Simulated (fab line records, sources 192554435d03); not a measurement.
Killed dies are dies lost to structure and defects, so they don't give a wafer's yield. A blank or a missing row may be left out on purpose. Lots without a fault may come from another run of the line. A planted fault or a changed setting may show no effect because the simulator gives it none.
A struck lot beside a sound one | flow n5_finfet | 36 steps out of a route of 1938
Sound: wafers L345.1, L345.3, L345.4. Struck: wafers L338.3, L338.4, L338.5. The cause comes at the end.
At each step with rows: each side's tool, then ch and its chambers, then its first start. Under that, the readings that differ: sound wafers | struck wafers | difference of the means | sigmas: that difference in standard deviations of wafers without a fault.
alike: readings whose means differ by less than 2 such deviations, and words and numbers that are the same on both sides. not compared: withheld readings, readings that some wafer has no value for, bounds like >300 that may hide the same value, and numbers for which the record gives no deviation and whose values overlap.
The two part at a step that has a row with sigmas, a row that says differs or no value, or rows on one side only. Numbers that don't overlap but have no deviation are shown without sigmas and don't part them. A reading that every wafer of one side lacks parts them only if that side has two wafers or more.

first, 9 steps without rows for these wafers: N5_BEOL_M4_ANNEAL_95 (time 240 s); N5_BEOL_M4_SPUTTER_96 (material Cu, target thk 4.5 nm, time 8.29 s); N5_BEOL_M4_ECD_50 (material Cu, target thk 300 nm); N5_BEOL_M4_ANNEAL_51 (time 90 s); N5_BEOL_M4_CMP_52 (polishes, stops on SiOC, t overpolish 6.8 s, target thk 40 nm); N5_BEOL_M4_PRE_CLEAN_60 (time 15 s); N5_BEOL_M4_CO_CAP_55 (material Co, precursor CCTBA/H2, target thk 2 nm, time 102.1 s); N5_BEOL_M4_PRE_CLEAN_56 (time 15 s); N5_BEOL_M4_DEP_57 (deposits SiCN from 3MS/NH3, target thk 8 nm, time 14 s).
N5_BEOL_M4_RC_MEAS_101:
  sound on prober-02 ch 0, day 13 22:43; struck on prober-02 ch 0, day 12 00:52
  reading       | sound       | struck      | difference | sigmas
  ION_P (uA/um) | 476 466 469 | 452 452 457 | -17        | -2
  alike: DIBL_N, DIBL_P, IOFF_N, IOFF_P, ION_N, SS_N, SS_P, VT_N, VT_P
then, 24 steps without rows for these wafers: N5_BEOL_M5_ILD_DEP_00 (deposits SiCOH lowk from DEMS/porogen, target thk 140.64 nm, time 25.9 s); N5_BEOL_M5_CURE_79 (cures SiCOH lowk, time 240 s); N5_BEOL_M5_PECVD_70 (deposits SiO2 from TEOS/O2, target thk 16 nm, time 18 s); N5_BEOL_M5_HM_DEP_02 (deposits TiN, target thk 20 nm); N5_BEOL_M5_COAT_59 (time 60 s, resist thk 60 nm); N5_BEOL_M5_COAT_60 (time 60 s, resist thk 12 nm); N5_BEOL_M5_COAT_71 (time 60 s, resist thk 5 nm); N5_BEOL_M5_COAT_05 (resist thk 30 nm); N5_BEOL_M5_EBR_07; N5_BEOL_M5_SOFTBAKE_06 (time 60 s); N5_BEOL_M5_EXPOSE_08 (exposes mask M5, target cd 28 nm); N5_BEOL_M5_PEB_09 (peb time 60 s); N5_BEOL_M5_DEVELOP_10 (develop time 30 s); N5_BEOL_M5_DESCUM_16 (chemistry O2, time 7 s); N5_BEOL_M5_ETCH_72 (etches underlayer in N2/H2, target depth 6.5 nm, time 5.2 s); N5_BEOL_M5_ETCH_61 (etches SiARC in CF4, target depth 15.6 nm, time 26 s); N5_BEOL_M5_ETCH_62 (etches SOC in N2/H2, target depth 75 nm, overetch 15 nm, time 112.5 s); N5_BEOL_M5_STRIP_63 (strips in N2/H2); N5_BEOL_M5_STRIP_73 (strips in N2/H2); N5_BEOL_M5_STRIP_64 (strips in CF4); N5_BEOL_M5_HM_OPEN_17 (chemistry Cl2/BCl3, target TiN, target depth 20 nm, overetch 6 nm); N5_BEOL_M5_STRIP_19 (strips in O2); N5_BEOL_M5_COAT_65 (time 60 s, resist thk 60 nm); N5_BEOL_M5_COAT_66 (time 60 s, resist thk 12 nm).
-- the record jumps here: 4 days lie between the struck wafers' starts before and after (it left off in module BEOL_M5 and takes up again in module MIM_TOP, whose first step shown is number 1834 of the route) --
N5_MIM_TOP_ALD_00: deposits Al2O3, purge time 3 s, co reactant pulse time 3 s.
  sound on ald_hk-03 ch 0,1,3, day 17 15:43; struck on ald_hk-01 ch 0,2,3, day 16 01:11
  reading                    | sound             | struck | difference                    | sigmas
  precursor_pulse_height_rel | 0.979 1.017 0.970 | - - -  | no value on the struck wafers |
N5_PASSIVATION_PROBE_49:
  sound on prober-01, day 18 02:57; struck on prober-01, day 16 13:49
  reading                  | sound          | struck         | difference | sigmas
  defect_limited_yield (%) | 92.5 91.0 92.0 | 87.1 86.2 85.6 | -5.5       | -4
  killed_at_M4_up          | 1 7 7          | 6 23 16        | +10        | +2
  killed_at_other          | 4 3 6          | 39 55 60       | +47        | +16
  killed_dies              | 88 106 94      | 152 163 170    | +66        | +4
  killed_on_rim            | 10 17 12       | 40 38 19       | +19        | +5
  sort_bin_5_function (%)  | 4.4 5.3 4.4    | 8.0 9.3 10.4   | +4.5       | +5
  sort_n_pass              | 1092 1074 1086 | 1028 1017 1010 | -66        | -4
  sort_yield_pct (%)       | 92.5 91.0 92.0 | 87.1 86.2 85.6 | -5.5       | -4
  alike: killed_at_M0_to_M3, killed_at_contacts, killed_at_front_end, killed_open, killed_short, sort_bin_6_memory

WHERE THEY PART
First at N5_BEOL_M4_RC_MEAS_101; last, within this record, at N5_PASSIVATION_PROBE_49.

WHY: what the simulator had put in
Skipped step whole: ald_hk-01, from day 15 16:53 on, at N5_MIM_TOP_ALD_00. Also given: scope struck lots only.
